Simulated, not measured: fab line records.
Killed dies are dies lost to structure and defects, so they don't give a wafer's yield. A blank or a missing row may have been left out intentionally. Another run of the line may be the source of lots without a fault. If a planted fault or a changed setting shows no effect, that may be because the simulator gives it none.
A lot that was struck, set against a sound lot    flow n5 finfet    29 steps out of a route of 1938
Sound: these wafers, L743.1, L743.4, L743.5. Struck: wafers L729.1, L729.5, L729.6. Last of all comes the cause.
At each step with rows: each side's tool, then ch and its chambers, then its first start. Under that, the readings that differ: sound wafers    struck wafers    difference of the means    sigmas: that difference in standard deviations of wafers without a fault.
alike: readings with means less than 2 such deviations apart, plus words and numbers identical on both sides. not compared: withheld readings, readings lacking a value on some wafer, bounds such as >300 that could conceal the same value, and numbers that have no deviation in the record and whose values overlap.
A row with sigmas, a row that says differs or no value, or rows on one side alone: a step with any of these is where the two part. Numbers that don't overlap but have no deviation are shown without sigmas and don't part them. A reading missing from all wafers of one side parts the sides only when that side holds two or more wafers.

first, 9 steps without rows for these wafers: N5_WELL_APT_EBR_21; N5_WELL_APT_SOFTBAKE_20 (time 60 s); N5_WELL_APT_EXPOSE_22 (exposes mask PWELL, defocus 0 nm, target cd 200 nm); N5_WELL_APT_PEB_23 (peb time 90 s); N5_WELL_APT_DEVELOP_24 (develop time 45 s); N5_WELL_APT_HARDBAKE_29 (time 120 s); N5_WELL_APT_DESCUM_30 (chemistry O2, time 7.9 s); N5_WELL_APT_IMPLANT_31; N5_WELL_APT_IMPLANT_32.
N5_WELL_APT_STRIP_33: strips in SPM, time 900 s.
  sound on wet bench-06 ch 2,3,7, day 6 21:24; struck on wet bench-05 ch 0,3,4, day 3 09:59
then, 6 steps without rows for these wafers: N5_WELL_APT_RTA_34 (time 10 s); N5_WELL_APT_OXIDE_STRIP_42 (strips SiO2 in dHF, time 45 s, target depth 12 nm); N5_WELL_APT_PRECLEAN_36 (cleans in O3/DIW, time 45 s); N5_WELL_APT_PRECLEAN_39 (cleans in dHF, time 60 s); N5_WELL_APT_SRD_37 (time 30 s); N5_WELL_APT_EPI_41 (deposits Si from SiH4/H2, target thk 50 nm, time 297.7 s).
N5_WELL_APT_INSPECT_38: inspects for defects (darkfield).
  struck on defect inspect-02, day 3 11:34; sound on defect inspect-02, day 6 22:46
reading           sound     struck       difference  sigmas
raw defect count  12 26 14  490 505 479  +474        +95
then, 8 steps without rows for these wafers: N5_PMOS_HMC_CHANNEL_EPI_HM_DEP_34 (deposits SiO2 from TEOS/O2, target thk 36 nm, time 6.9 s); N5_PMOS_HMC_CHANNEL_EPI_COAT_31 (time 60 s, resist thk 66 nm); N5_PMOS_HMC_CHANNEL_EPI_COAT_03 (resist thk 205 nm); N5_PMOS_HMC_CHANNEL_EPI_EBR_05; N5_PMOS_HMC_CHANNEL_EPI_SOFTBAKE_04 (time 60 s); N5_PMOS_HMC_CHANNEL_EPI_EXPOSE_06 (exposes mask PMOS HMC BLK, target cd 240 nm); N5_PMOS_HMC_CHANNEL_EPI_PEB_07 (peb time 60 s); N5_PMOS_HMC_CHANNEL_EPI_DEVELOP_08 (develop time 30 s).
N5_PMOS_HMC_CHANNEL_EPI_INSPECT_11: inspects for defects (macro).
  struck on defect inspect-01, day 3 11:57; sound on defect inspect-01, day 6 23:08
reading           sound  struck          difference  sigmas
raw defect count  3 1 4  >300 >300 >300  differs     
then, 1 step without rows for these wafers: N5_PMOS_HMC_CHANNEL_EPI_DESCUM_14 (chemistry O2, time 7.9 s).
-- the record jumps here: 8 days lie between the struck wafers' starts before and after (it left off in module PMOS_HMC_CHANNEL_EPI and takes up again in module BEOL_M4, whose first step shown is number 1111 of the route) --
N5_BEOL_M4_RC_MEAS_101:
  sound on prober-02 ch 0, day 14 13:49; struck on prober-01 ch 0, day 11 05:59
reading         sound           struck          difference  sigmas
IOFF_N (nA/um)  0.24 0.18 0.17  0.11 0.12 0.12  -0.08       -3
IOFF_P (nA/um)  0.31 0.23 0.22  0.16 0.16 0.16  -0.09       -3
ION_N (uA/um)   692 681 673     650 651 650     -32         -3
ION_P (uA/um)   473 465 456     446 445 447     -19         -3
SS_N (mV/dec)   73.1 72.0 72.0  70.3 71.3 70.7  -1.6        -2
VT_N (mV)       244 248 248     256 255 256     +9          +2
VT_P (mV)       -243 -248 -249  -258 -252 -258  -9          -3
  alike: DIBL_N, DIBL_P, SS_P
-- the record jumps here: 4 days lie between the struck wafers' starts before and after (it left off in module BEOL_M4 and takes up again in module PASSIVATION, whose first step shown is number 1936 of the route) --
N5_PASSIVATION_PROBE_49:
  the record has rows for the struck wafers here (prober-01, day 15 10:17) and none for the sound ones

WHERE THEY PART
Last at N5_PASSIVATION_PROBE_49 as far as this record goes, first at N5_WELL_APT_INSPECT_38.

WHY: whatever the simulator had introduced
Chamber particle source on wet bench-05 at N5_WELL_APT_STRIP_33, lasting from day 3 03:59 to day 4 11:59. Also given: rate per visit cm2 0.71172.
